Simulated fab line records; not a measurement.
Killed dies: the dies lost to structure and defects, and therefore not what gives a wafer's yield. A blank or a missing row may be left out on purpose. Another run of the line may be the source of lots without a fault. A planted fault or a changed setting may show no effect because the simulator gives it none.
Which tool was responsible? :: flow n5_finfet :: Sampling: 9 lots, 27 wafers, 2 of 1938 route steps

WHAT EACH GAUGE READ, for each wafer
N5_HKMG_FIN_INSPECT_14: inspects for defects (macro).
lot: L464
measured: day 5 16:31
on: defect_inspect-01
raw_defect_count: 5 2 2

lot: L465
measured: day 5 22:59
on: defect_inspect-02
raw_defect_count: 1 0 0

lot: L466
measured: day 6 07:07
on: defect_inspect-02
raw_defect_count: 1 0 1

lot: L467
measured: day 6 08:31
on: defect_inspect-02
raw_defect_count: 1 1 1

lot: L468
measured: day 6 14:38
on: defect_inspect-01
raw_defect_count: >300 >300 >300

lot: L471
measured: day 7 08:22
on: defect_inspect-02
raw_defect_count: >300 >300 >300

lot: L475
measured: day 8 09:56
on: defect_inspect-01
raw_defect_count: 0 0 2

lot: L478
measured: day 9 06:23
on: defect_inspect-01
raw_defect_count: 0 3 1

lot: L481
measured: day 10 01:36
on: defect_inspect-01
raw_defect_count: 1 3 3

EACH LOT AND THE TOOL THAT RAN IT (in order: tool; ch and the chambers of the sampled wafers; start)
lot: L464
N5_HKMG_FIN_ALD_36: ald_metal-03 ch 1,2, day 5 15:26

lot: L465
N5_HKMG_FIN_ALD_36: ald_metal-03 ch 2,3, day 5 21:46

lot: L466
N5_HKMG_FIN_ALD_36: ald_metal-03 ch 0,1, day 6 05:54

lot: L467
N5_HKMG_FIN_ALD_36: ald_metal-01 ch 0,3, day 6 07:19

lot: L468
N5_HKMG_FIN_ALD_36: ald_metal-03 ch 0,2,3, day 6 13:25

lot: L471
N5_HKMG_FIN_ALD_36: ald_metal-03 ch 0,2,3, day 7 07:09

lot: L475
N5_HKMG_FIN_ALD_36: ald_metal-01 ch 0,3, day 8 08:44

lot: L478
N5_HKMG_FIN_ALD_36: ald_metal-04 ch 0,2,3, day 9 05:10

lot: L481
N5_HKMG_FIN_ALD_36: ald_metal-04 ch 0,1, day 10 00:23
- N5_HKMG_FIN_ALD_36: deposits TiN, target thk 1 nm, pulse time 1 s, purge time 3 s.

THE ANSWER, worked out from the rows above alone
Rule: usual is defined by the lots themselves. Put in order of their means at a reading, lots are off if they are a third of the lots or fewer, leave a main group of 4 or more, and stand apart from it by a gap of 3 or more times the standard deviation of the main group's means; of several such gaps the widest counts. Not used: any main group whose means are identical at the precision the tables above print for the reading. Also off: a lot with no number at a reading for which 4 or more lots have one. The other lots that the step has rows for count as sound.
Off: L468, L471 (N5_HKMG_FIN_INSPECT_14, raw_defect_count). Without a number there: L468, L471. The main group: mean 1.3, standard deviation 0.91.
A tool fits if, at a process step before that reading, it ran every lot that is off, and no sound lot after the first of them. Those tools and the gauges at N5_HKMG_FIN_INSPECT_14 are tried in the same way. One candidate fits, namely ald_metal-03 at N5_HKMG_FIN_ALD_36. Its last sound lot is L466 (day 6 05:54), its first lot that is off L468 (day 6 13:25): a fault that began between those two fits.

WHAT HAD BEEN PUT IN BY THE SIMULATOR
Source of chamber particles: ald_metal-03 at N5_HKMG_FIN_ALD_36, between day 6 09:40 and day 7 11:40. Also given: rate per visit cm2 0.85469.
Shown lots that were struck: L468, L471. Same finding as the rule above.
